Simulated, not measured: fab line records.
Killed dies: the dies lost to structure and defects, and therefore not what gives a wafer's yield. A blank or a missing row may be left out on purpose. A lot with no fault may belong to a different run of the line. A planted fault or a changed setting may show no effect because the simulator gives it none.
Matching of chambers | flow nand-harc | 4 sister chambers for NHARC_A_CHANNEL_HOLE_D2_DESCUM_15 on rie-diel-03
The step chemistry O2, time 3 s. 20 wafers are shown with their chamber, then 10 later ones without.

== EACH WAFER AND ITS CHAMBER ==
wafer  | chamber | drypump-motor-current-A (A) | rf-vpp-V (V) | oes-product-au (a.u.)
L074.3 | 0       | 6.2                         | 58.3         | 1.009
L074.5 | 0       | 6.2                         | 58.3         | 1.008
L074.6 | 3       | 5.9                         | 56.9         | 0.976
L076.1 | 2       | 5.1                         | 57.2         | 0.990
L076.3 | 3       | 5.9                         | 58.2         | 0.985
L076.6 | 2       | 5.1                         | 55.5         | 0.975
L078.2 | 3       | 5.9                         | 56.8         | 0.980
L078.4 | 1       | 5.1                         | 57.3         | 1.006
L078.5 | 1       | 5.1                         | 58.6         | 1.008
L083.3 | 1       | 5.0                         | 57.8         | 0.993
L083.5 | 2       | 5.1                         | 56.2         | 0.995
L083.6 | 1       | 5.0                         | 57.7         | 0.994
L084.2 | 3       | 5.9                         | 59.7         | 0.990
L084.3 | 2       | 5.1                         | 56.9         | 0.989
L084.6 | 1       | 5.1                         | 58.4         | 0.991
L085.1 | 3       | 5.9                         | 58.3         | 0.990
L085.4 | 0       | 6.1                         | 58.8         | 0.991
L085.6 | 1       | 5.1                         | 58.6         | 0.999
L086.1 | 0       | 6.1                         | 58.4         | 0.991
L086.2 | 1       | 5.1                         | 58.5         | 0.995

SIGNATURES, as means of the wafers listed above
reading                 | chamber 0 | chamber 1 | chamber 2 | chamber 3 | scatter within a chamber
drypump-motor-current-A | 6.150     | 5.071     | 5.100     | 5.900     | 0.039
rf-vpp-V                | 58.450    | 58.129    | 56.450    | 57.980    | 0.758
oes-product-au          | 0.99975   | 0.99800   | 0.98725   | 0.98420   | 0.00768
Rule: for a wafer and a chamber, the distance is found by dividing, reading by reading, the gap between the wafer's reading and the chamber's mean by the reading's scatter, squaring, summing and taking the root. The wafer belongs to the nearest chamber; if the next one is less than 2 further off, it can't be placed. How the scatter is found: for the shown wafers, subtract from each reading the mean of its chamber, square and add these, divide the total by (wafers less chambers), then take the root.

== WAFERS WHOSE CHAMBER IS MISSING ==
wafer  | drypump-motor-current-A (A) | rf-vpp-V (V) | oes-product-au (a.u.)
L086.6 | 5.9                         | 59.6         | 0.990
L090.3 | 5.1                         | 57.1         | 0.984
L090.5 | 5.9                         | 56.7         | 0.980
L090.6 | 6.1                         | 57.7         | 0.990
L093.1 | 6.2                         | 57.3         | 1.006
L093.4 | 5.9                         | 59.5         | 0.991
L093.5 | 5.1                         | 58.2         | 0.995
L097.2 | 5.1                         | 58.6         | 0.998
L097.3 | 5.1                         | 58.5         | 0.985
L097.6 | 6.2                         | 56.5         | 0.991

== THE CHAMBER EACH PASSED THROUGH ==
wafer  | from the rows above     | in truth
L086.6 | 3                       | 3
L090.3 | can't be placed: 2 or 1 | 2
L090.5 | 3                       | 3
L090.6 | 0                       | 0
L093.1 | 0                       | 0
L093.4 | 3                       | 3
L093.5 | can't be placed: 1 or 2 | 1
L097.2 | 1                       | 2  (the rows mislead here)
L097.3 | can't be placed: 1 or 2 | 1
L097.6 | 0                       | 0
Correct placement for 6 of the 10. From these rows, 3 cannot be placed; in 3 the true chamber is one of the candidates. 1 placed wrongly.
